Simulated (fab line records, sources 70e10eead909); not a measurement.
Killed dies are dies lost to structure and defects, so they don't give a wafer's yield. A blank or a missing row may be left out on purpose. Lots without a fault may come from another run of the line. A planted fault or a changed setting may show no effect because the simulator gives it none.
fab line records | flow nand_harc
record lots=6 wafers=18 last_day=33
route steps=1302 shown P_M1@287 END@1302
lots that met no fault: from a run of the same line without faults
start_h: hours from the record's first day to the start of the lot's first wafer shown | wait_h: hours since the lot's step before | " the same as in the row above | L1.1+2: a row that stands for several wafers | - no value, or no start given | * or withheld: withheld | < > ~ a bound
route shown NAME@n: a module of which the file shows steps, and the number in the route of the first | usual: mean/standard deviation of fault-free wafers | same: alike in all rows | chamber/n: place in a boat | sites: the reading at each site | _std_site: their standard deviation | _edge_site: outer sites' mean less inner sites' | radius_mm: how far each site lies from the wafer's centre | mask NAME#n: copy n | behind: the tool/chamber that last shaped the wafer | hold: why the lot was held/for how many hours/how that ended | device: the transistor (n, p or np) that didn't switch | end of line: the same wafers' tests at the end of the route | a step without rows: its recipe alone | killed: dies lost to structure and defects at the first sort, not the wafer's yield | map: a wafer's dies, x killed, . not, _ none there
set.NAME: the setting as run; set.NAME@STEP: as run at that earlier step | model.NAME: the simulator's own value behind a step, which no gauge read
lots at some steps of the route; a table a step, a row a wafer
services: from which hour (start_h, from the record's first day; less than 0 if before it) a tool's chamber was out of use, for how many hours, and why
## steps
# step NHARC_P_M1_HMDS_02
# recipe time_s=30
# step NHARC_P_M1_COAT_34
# recipe temp_c=200 time_s=65
# step NHARC_P_M1_COAT_03
# recipe spin_rpm=1500 resist_thk_nm=90
# step NHARC_P_M1_SOFTBAKE_04
# recipe temp_c=105 time_s=55
# step NHARC_P_M1_EBR_05
# step NHARC_P_M1_EXPOSE_06
# recipe na=1.35 target_cd_nm=130 dose_mj=81.88 mask_id=P_M1
# step NHARC_P_M1_PEB_07
# recipe peb_temp_c=100 peb_time_s=65
# step NHARC_P_M1_DEVELOP_08
# recipe develop_time_s=35 dev_temp_c=23
# step NHARC_P_M1_CD_MEAS_09
# recipe target_cd_nm=130 landing_energy_ev=500
# usual cd_nm=129.7/0.64
# same landing_energy_ev=500
# columns lot.wafer tool chamber start_h wait_h cd_nm
L731.3 cd_sem-03 0 142.84 - 129.0
L731.4 " 0 " " 130.1
L731.6 " 0 " " 130.2
L732.1 cd_sem-02 0 159.88 - 130.9
L732.3 " 0 " " 129.7
L732.5 " 0 " " 130.2
L735.1 cd_sem-02 0 188.74 - 129.8
L735.2 " 0 " " 129.8
L735.4 " 0 " " 129.6
L738.3 cd_sem-01 0 214.38 - 130.2
L738.4 " 0 " " 129.7
L738.6 " 0 " " 130.5
L749.2 cd_sem-01 0 325.56 - 130.3
L749.4 " 0 " " 129.2
L749.5 " 0 " " 130.1
L750.2 cd_sem-01 0 335.70 - 129.1
L750.3 " 0 " " 129.7
L750.6 " 0 " " 130.6
# step NHARC_P_M1_OVL_MEAS_10
# recipe pitch_nm=260
# usual overlay_x_nm=0.0/0.86 overlay_y_nm=0.0/0.73
# columns lot.wafer tool chamber start_h wait_h overlay_x_nm overlay_y_nm
L731.3 overlay-01 - 142.92 - 0.9 0.1
L731.4 " - " " 0.8 -0.1
L731.6 " - " " 1.1 -0.2
L732.1 overlay-01 - 159.97 - 0.7 0.2
L732.3 " - " " 0.8 -0.1
L732.5 " - " " 0.8 -0.5
L735.1 overlay-01 - 188.83 - 0.1 0.5
L735.2 " - " " -1.1 0.2
L735.4 " - " " -0.2 0.0
L738.3 overlay-02 - 214.47 - -0.3 0.2
L738.4 " - " " 0.1 0.6
L738.6 " - " " -0.4 0.4
L749.2 overlay-01 - 325.64 - 0.1 0.4
L749.4 " - " " 0.0 0.8
L749.5 " - " " 0.2 0.9
L750.2 overlay-01 - 335.78 - -0.4 0.1
L750.3 " - " " 0.3 -0.1
L750.6 " - " " 0.4 0.6
# step NHARC_P_M1_INSPECT_11
# usual raw_defect_count=4.6/2.3
# columns lot.wafer tool chamber start_h wait_h raw_defect_count
L731.3 defect_inspect-02 - 142.96 0.0 4
L731.4 " - " " 3
L731.6 " - " " 5
L732.1 defect_inspect-01 - 160.01 0.0 5
L732.3 " - " " 4
L732.5 " - " " 3
L735.1 defect_inspect-01 - 188.87 0.0 4
L735.2 " - " " 9
L735.4 " - " " 5
L738.3 defect_inspect-02 - 214.50 0.0 7
L738.4 " - " " 6
L738.6 " - " " 1
L749.2 defect_inspect-01 - 325.68 0.0 2
L749.4 " - " " 4
L749.5 " - " " 2
L750.2 defect_inspect-01 - 335.82 0.0 2
L750.3 " - " " 5
L750.6 " - " " 4
# step NHARC_P_M1_DESCUM_14
# recipe time_s=3 o2_flow_sccm=200 ar_flow_sccm=0 bias_power_w=0 chemistry=O2
# usual drypump_motor_current_A=5.6/0.5 oes_product_au=1.000/0.012 rf_vpp_V=57.8/0.93 showerhead_plenum_p_Torr=1.92/0.092 throttle_valve_pct=11.312/0.0095
# same time_s=3
# columns lot.wafer tool chamber start_h wait_h drypump_motor_current_A oes_product_au rf_hours_counter_h rf_vpp_V showerhead_plenum_p_Torr throttle_valve_pct
L731.4 rie_diel-03 3 143.02 0.1 5.9 1.011 10 58.5 1.97 11.319
L731.3 " 2 " " 5.9 0.982 9 57.9 1.95 11.315
L731.6 " 0 " " 5.4 1.004 - 56.8 1.86 11.312
L732.1 rie_diel-07 1 160.07 0.1 6.3 0.998 4 56.4 1.95 11.310
L732.3 " 2 " " 6.3 0.974 4 57.4 1.87 11.315
L732.5 " 1 " " 6.4 1.010 - 56.6 1.95 11.315
L735.2 rie_diel-06 0 188.93 0.1 6.0 0.992 4 57.4 2.06 11.302
L735.1 " 1 " " 5.0 0.999 4 57.3 1.83 11.315
L735.4 " 3 " " 5.8 1.011 3 59.6 2.07 11.315
L738.4 rie_diel-06 0 214.56 0.1 6.0 0.979 6 58.4 2.05 11.301
L738.3 " 1 " " 5.0 1.008 6 58.5 1.83 11.307
L738.6 " 0 " " 6.0 0.981 - 57.8 2.05 11.316
L749.2 rie_diel-06 3 325.76 0.1 5.8 0.996 1 57.7 2.06 11.307
L749.5 " 1 " " 4.9 0.991 - 57.2 1.82 11.317
L749.4 " 2 " " 5.7 0.988 - 58.2 1.94 11.315
L750.2 rie_diel-06 3 335.88 0.1 5.8 0.998 1 57.8 2.06 11.301
L750.3 " 1 " " 4.9 0.982 1 57.5 1.82 11.326
L750.6 " 1 " " 4.9 0.991 - 58.1 1.82 11.340
# step NHARC_P_M1_ETCH_35
# recipe target_depth_a=400 overetch_a=120 time_s=43.94 ion_energy_ev=200 n2_flow_sccm=150 h2_flow_sccm=150 ar_flow_sccm=0 rf_w=400 bias_w=150 chemistry=N2/H2
# usual drypump_motor_current_A=5.7/0.48 oes_product_au=1.000/0.012 rf_vpp_V=431.0/2.8 showerhead_plenum_p_Torr=2.06/0.098 throttle_valve_pct=14.171/0.0087
# same time_s=43.94
# columns lot.wafer tool chamber start_h wait_h drypump_motor_current_A oes_product_au rf_hours_counter_h rf_vpp_V showerhead_plenum_p_Torr throttle_valve_pct
L731.3 rie_diel-03 0 143.11 0.1 5.4 1.011 11 427.8 1.98 14.171
L731.4 " 2 " " 5.9 0.993 9 432.3 2.08 14.179
L731.6 " 0 " " 5.4 1.008 - 429.0 1.98 14.159
L732.1 rie_diel-07 3 160.18 0.1 5.1 1.009 2 428.8 1.99 14.171
L732.3 " 1 " " 6.4 1.011 4 430.5 2.08 14.181
L732.5 " 3 " " 5.2 1.008 - 427.5 1.99 14.161
L735.2 rie_diel-06 0 189.02 0.1 5.9 0.988 4 434.4 2.20 14.172
L735.1 " 1 " " 4.9 1.003 4 427.8 1.94 14.179
L735.4 " 3 " " 5.8 1.012 3 435.1 2.21 14.164
L738.4 rie_diel-06 0 214.65 0.1 6.0 0.991 6 435.1 2.19 14.177
L738.3 " 3 " " 5.8 1.012 5 435.0 2.21 14.185
L738.6 " 0 " " 6.0 0.994 - 434.9 2.19 14.162
L749.2 rie_diel-06 2 325.85 0.1 5.7 0.819 1 431.2 2.07 14.188
L749.4 " 1 " " 4.9 0.994 - 428.0 1.94 14.166
L749.5 " 3 " " 5.8 0.825 - 436.3 2.20 14.171
L750.3 rie_diel-06 1 335.98 0.1 4.9 0.986 1 428.4 1.94 14.170
L750.2 " 3 " " 5.8 0.823 1 434.0 2.20 14.176
L750.6 " 2 " " 5.7 0.989 - 430.9 2.07 14.184
# step NHARC_P_M1_ETCH_15
# recipe target_depth_a=1825 time_s=91.2 c4f8_flow_sccm=withheld ar_flow_sccm=400 rf_w=600 bias_w=300 chemistry=C4F8/Ar
# usual oes_product_au=0.952/0.023 rf_vpp_V=441.2/2.9
# same time_s=91.2
# columns lot.wafer tool chamber start_h wait_h oes_product_au rf_hours_counter_h rf_vpp_V
L731.3 rie_diel-03 3 - - 0.964 10 442.8
L731.4 " 2 " " 0.961 9 441.2
L731.6 " 3 " " 0.969 - 443.1
L732.3 rie_diel-07 3 - - 0.969 2 440.5
L732.1 " 2 " " 0.941 4 439.3
L732.5 " 3 " " 0.968 - 439.1
L735.4 rie_diel-06 0 - - 0.903 4 445.7
L735.1 " 2 " " 0.943 3 440.6
L735.2 " 3 " " 0.920 3 445.5
L738.4 rie_diel-06 1 - - 0.944 6 438.7
L738.3 " 3 " " 0.940 5 445.0
L738.6 " 1 " " 0.956 - 437.3
L749.2 rie_diel-06 1 - - 0.948 1 438.3
L749.4 " 1 " " 0.943 - 438.7
L749.5 " 2 " " 0.964 - 442.9
L750.2 rie_diel-06 1 - - 0.953 1 438.3
L750.3 " 3 " " 0.961 1 446.6
L750.6 " 2 " " 0.957 - 440.4
# step NHARC_END_SORT_01
# recipe temp_c=25
# usual defect_limited_yield=91.1/2.9 killed_at_array=55/20 killed_at_other=0.7/0.96 killed_at_periphery=4.1/2.4 killed_dies=60/20 killed_open=3.3/1.9 killed_short=2.8/1.6
# same gross_dies=677
# columns lot.wafer tool chamber start_h wait_h defect_limited_yield[%] killed_at_array killed_at_other killed_at_periphery killed_dies killed_open killed_short
L731.3 prober-02 0 586.26 3.1 92.9 45 0 3 48 6 4
L731.4 prober-02 0 587.06 3.4 93.2 43 0 3 46 2 3
L731.6 prober-02 0 588.66 4.0 92.8 45 0 4 49 4 2
L750.2 prober-02 0 783.56 2.8 92.9 45 0 3 48 4 4
L750.3 prober-02 0 784.37 3.1 93.8 39 0 3 42 2 2
L750.6 prober-02 0 786.78 4.0 92.2 50 0 3 53 3 6
# killed by level:class
L731.3 A_SLIT:chamber_film_flake=21 A_CHANNEL_HOLE_D2:chamber_film_flake=10 A_CONTACT:chamber_film_flake=5 P_M0:geometric_particle:open=2 A_BLC:geometric_particle:open=2 A_STAIRCASE:chamber_film_flake=2 P_M2:geometric_particle:open=1 A_DECK1_JOINT:geometric_particle:short=1
L731.4 A_SLIT:chamber_film_flake=23 A_CHANNEL_HOLE_D2:chamber_film_flake=6 A_CONTACT:chamber_film_flake=4 A_CHANNEL_HOLE_D1:chamber_film_flake=3 A_M0:geometric_particle:short=2 P_GATE:chamber_film_flake=2 A_STAIRCASE:chamber_film_flake=2 A_WL_FILL:geometric_particle:short=1
L731.6 A_SLIT:chamber_film_flake=27 A_CHANNEL_HOLE_D2:chamber_film_flake=5 A_CONTACT:chamber_film_flake=4 P_GATE:chamber_film_flake=3 A_WL_FILL:geometric_particle:open=2 A_ZERO_WELL:chamber_film_flake=2 A_CHANNEL_HOLE_D1:chamber_film_flake=2 P_CONTACT:geometric_particle:open=1
L750.2 A_CHANNEL_HOLE_D1:chamber_film_flake=23 A_SLIT:chamber_film_flake=5 A_CHANNEL_FILL_D2:chamber_film_flake=4 A_CONTACT:chamber_film_flake=4 P_CONTACT:geometric_particle:open=2 A_ONON_D2:geometric_particle:short=2 A_CHANNEL_HOLE_D2:chamber_film_flake=2 A_CHANNEL_FILL_D1:geometric_particle:short=1
L750.3 A_CHANNEL_HOLE_D1:chamber_film_flake=17 A_SLIT:chamber_film_flake=6 A_CONTACT:chamber_film_flake=6 P_ZERO_WELL:chamber_film_flake=2 A_CHANNEL_HOLE_D2:chamber_film_flake=2 A_CHANNEL_FILL_D2:chamber_film_flake=2 P_GATE:geometric_particle:open=1 A_SOURCE_PLATE:geometric_particle:open=1
L750.6 A_CHANNEL_HOLE_D1:chamber_film_flake=18 A_SLIT:chamber_film_flake=8 A_CONTACT:chamber_film_flake=6 A_STAIRCASE:chamber_film_flake=3 A_M1:chamber_film_flake=3 A_ONON_D2:geometric_particle:short=2 A_CHANNEL_FILL_D2:chamber_film_flake=2 P_M0:geometric_particle:open=1
## services
# columns tool chamber start_h hours kind
rie_diel-06 - 130.23 9.0 pm
rie_diel-06 0 130.23 9.0 vent_cycle
rie_diel-06 1 130.23 9.0 vent_cycle
rie_diel-06 2 130.23 9.0 vent_cycle
rie_diel-06 3 130.23 9.0 vent_cycle
rie_diel-07 3 131.52 6.8 repair
rie_diel-06 0 139.23 - clean
rie_diel-06 1 139.23 - clean
rie_diel-06 2 139.23 - clean
rie_diel-06 3 139.23 - clean
rie_diel-03 0 154.93 6.6 repair
rie_diel-06 0 163.73 - clean
rie_diel-06 1 163.73 - clean
rie_diel-06 3 181.61 3.9 repair
rie_diel-07 1 191.67 3.2 repair
rie_diel-03 - 207.70 0.6 repair
rie_diel-07 - 211.41 0.9 repair
rie_diel-07 1 257.86 26.7 repair
rie_diel-03 - 281.48 9.0 pm
rie_diel-07 - 295.23 9.0 pm
rie_diel-03 0 296.72 7.0 repair
rie_diel-06 - 307.23 9.0 pm
rie_diel-03 - 310.48 0.7 repair
rie_diel-06 - 333.76 0.1 repair
## key
first_sign step=NHARC_P_M1_ETCH_35 reading=oes_product_au direction=down sigmas=15 usual=1.000 struck=0.822
effect none on later readings
met_at NHARC_P_M1_ETCH_35
struck_wafers L749.2,L749.5,L750.2
onset_between 214.65 325.85
fault kind=process_parameter_drift tool=rie_diel-06 chamber=- onset_h=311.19 steps=NHARC_P_M1_ETCH_35 channel=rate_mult offset=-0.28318 shape=step end_h=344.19 scope=struck_wafers_only
